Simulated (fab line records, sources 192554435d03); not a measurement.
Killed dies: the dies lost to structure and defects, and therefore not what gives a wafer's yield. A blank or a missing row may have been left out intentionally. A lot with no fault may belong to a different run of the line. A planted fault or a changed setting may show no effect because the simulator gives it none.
Split-lot experiment	flow n5-finfet	route with 1938 steps; 7 lots, 21 wafers read

ABOUT THE SPLIT
At N5_GATE_CUT_ALD_22 (deposits SiNx, target thk 16 nm, pulse time 1 s, ald cycles 320), the setting ald-cycles was moved away from the recipe's 320 on 8 of the 21 wafers read, by -13.4% to +8.4%. This setting was run at the recipe's value on the other wafers.

The reading is taken at the split's own step.

THE READING
SiNx_of_GATE_CUT_ALD_22.thk-nm (the simulator's own value, which no gauge read), in nm, at N5_GATE_CUT_ALD_22 (deposits SiNx, target thk 16 nm, pulse time 1 s, ald cycles 320). The file gives no usual value for it. Average 16.0 nm, standard deviation 0.053 nm, over the 13 wafers here run with the recipe.

wafer	tool, chamber at the split	ald-cycles as run	against the recipe	SiNx_of_GATE_CUT_ALD_22.thk-nm, nm	against lot-mates on the recipe
L079.1	ald-sin-01, 0	277	-13.4%	13.8	-2.2
L079.3	ald-sin-01, 1,3	320	recipe	16	-
L079.5	ald-sin-01, 1,3	320	recipe	16	-
L082.1	ald-sin-03, 3	320	recipe	16.2	-
L082.2	ald-sin-03, 2,1	320	recipe	16	-
L082.4	ald-sin-03, 2,1	320	recipe	16	-
L083.1	ald-sin-03, 0,2,1	320	recipe	16	-
L083.3	ald-sin-03, 0,2,1	320	recipe	16	-
L083.6	ald-sin-03, 0,2,1	320	recipe	16	-
L089.3	ald-sin-04, 3	320	recipe	16	-
L089.5	ald-sin-04, 3	282	-11.9%	14.2	-1.8
L089.6	ald-sin-04, 0	282	-11.9%	14	-2.0
L090.2	ald-sin-03, 2,1	320	recipe	16	-
L090.4	ald-sin-03, 2,1	320	recipe	16	-
L090.3	ald-sin-03, 0	347	+8.4%	17.6	+1.6
L094.2	ald-sin-03, 2,0	302	-5.6%	15	-1.0
L094.3	ald-sin-03, 2,0	302	-5.6%	15	-1.0
L094.5	ald-sin-03, 1	320	recipe	16	-
L095.1	ald-sin-03, 0	320	recipe	16	-
L095.3	ald-sin-03, 3,1	307	-4.1%	15.4	-0.6
L095.4	ald-sin-03, 3,1	307	-4.1%	15.4	-0.6
Where a row lists several chambers, the file gives one row for several wafers and doesn't say which wafer went through which chamber.

THE FIT
A straight line over all 21 wafers: SiNx_of_GATE_CUT_ALD_22.thk-nm changes by +0.168 nm for each +1% of ald-cycles; r = +1.00; the points scatter about the line by 0.077 nm.
The same after taking each lot's own level away (the mean of its wafers on the recipe; 21 wafers): +0.167 nm for each +1%; r = +1.00; scatter 0.076 nm.
Per that fit: largest ald-cycles move, reading shift of 2.2 nm.
The span of the lots' own levels, 16.00 to 16.07 nm, comes to 1.3 times the standard deviation stated above.
Consequently the slope shifts little with the lot-to-lot level, the two slopes agreeing.
Check: with one of the wafers moved furthest among these (-13.4%) left out of the fit, the line predicts -2.24 nm for it against its lot-mates. Against them it came out at -2.2 nm.

ADDITIONAL SPLITS CARRIED BY THESE WAFERS
Note: prior to the reading, these wafers also went through further splits. Each is held against what the fit with the lots' levels taken away leaves over:
other split on the same wafers	wafers away from the commonest value	r with SiNx_of_GATE_CUT_ALD_22.thk-nm (lot level and that fit taken away)
N5_PMOS_HMC_CHANNEL_EPI_COAT_03 spin-rpm	7	+0.01
N5_PMOS_HMC_CHANNEL_EPI_PEB_07 peb-time-s	8	+0.42
N5_FIN_SAQP_SPACER1_ALD_24 ald-cycles	7	+0.07
N5_DUMMY_GATE_EXPOSE_12 dose-mj	6	-0.24
N5_DUMMY_GATE_DESCUM_20 time-s	9	-0.06

THE FILE'S OWN FIT
SiNx_of_GATE_CUT_ALD_22.thk-nm changes by +0.167 nm for each +1% of ald-cycles, r = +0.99.
